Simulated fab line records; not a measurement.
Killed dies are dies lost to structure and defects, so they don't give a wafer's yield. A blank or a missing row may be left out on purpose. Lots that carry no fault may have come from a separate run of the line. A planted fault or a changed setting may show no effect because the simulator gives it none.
2 desks looking at one fault    flow n5Finfet    each desk holds nothing but its own numbers, with what lay behind them at the end

THE METROLOGY DESK
Lot by lot, what the gauges showed, no matter which tool ran the lot: averages of those sampled wafers that carry a number. Any lot whose mean is over 4 standard deviations away from the usual mean is out of limits and marked OUT; that distance is given in the brackets. 7 of its 11 readings are shown, namely those furthest out on some lot.
Columns: A = DIBL_P at N5_BEOL_M4_RC_MEAS_101, usual 35.8 mV/V; B = IOFF_N at N5_BEOL_M4_RC_MEAS_101, usual 0.152 nA/um; C = IOFF_P at N5_BEOL_M4_RC_MEAS_101, usual 0.204 nA/um; D = ION_N at N5_BEOL_M4_RC_MEAS_101, usual 672 uA/um; E = ION_P at N5_BEOL_M4_RC_MEAS_101, usual 461 uA/um; F = SS_N at N5_BEOL_M4_RC_MEAS_101, usual 71.5 mV/dec; G = VT_P at N5_BEOL_M4_RC_MEAS_101, usual -250.6 mV
lot   first seen here  A     B      C      D    E    F     G
L789  day 8 03:56      34.7  0.154  0.211  677  464  70.9  -248.0
L791  day 8 10:08      34.9  0.144  0.204  674  462  71.5  -249.4
L790  day 8 10:16      37.4  0.165  0.196  685  462  72.5  -253.0
L793  day 8 17:31      36.5  0.159  0.218  677  464  71.5  -248.4
L795  day 9 00:58      36.4  0.152  0.220  680  469  71.5  -250.1
L798  day 10 00:49     35.6  0.155  0.184  673  455  71.6  -252.7
L797  day 10 02:10     38.8  0.163  0.207  669  455  72.0  -252.7
L807  day 12 18:50     36.3  0.177  0.249  675  465  71.9  -247.8
L808  day 13 02:59     35.2  0.134  0.197  665  462  71.5  -250.5
L810  day 13 09:06     37.0  0.187  0.250  684  472  71.2  -246.5
This desk's verdict: no lot among the 10 shows anything out of limits.

AT THE TOOL OWNER'S DESK: lithoTrack-03
The tool's own readings at N5_BEOL_M4_COAT_73 (time 60 s, resist thk 5 nm): means of the sampled wafers that have a number, for each lot that ran on this tool. Any lot whose mean is over 4 standard deviations away from the usual mean is out of limits and marked OUT; that distance is given in the brackets.
Columns: A = heaterPowerTotalW at N5_BEOL_M4_COAT_73, usual 391.7 W; B = plateTempC at N5_BEOL_M4_COAT_73, usual 204.99 C
lot   first seen here  A                B
L793  day 8 19:38      392.5            205.13
L797  day 10 04:02     391.6            204.83
L807  day 12 20:14     409.0 (+13) OUT  211.86 (+49) OUT
L808  day 13 03:36     408.4 (+13) OUT  212.06 (+51) OUT
This desk's finding: out of limits on L807, L808; first on L807, day 12 20:14 (heaterPowerTotalW at N5_BEOL_M4_COAT_73). L793, L797: within limits.

BROUGHT TOGETHER
On L807, L808, at day 12 20:14, an alarm was possible from the tool owner's desk.
From the metrology desk's view, nothing was out of limits.
The metrology desk holds a record of L807, L808, inside its limits.
Of the lots named, all ran N5_BEOL_M4_COAT_73 on lithoTrack-03.

WHAT WAS PUT IN BY THE SIMULATOR
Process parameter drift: lithoTrack-03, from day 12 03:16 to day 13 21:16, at N5_BEOL_M4_COAT_73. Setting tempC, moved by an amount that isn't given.
Shown lots that were struck: L807, L808.
How many hours passed from the start of the fault until each desk's first out-of-limits reading: the tool owner's desk, 17.
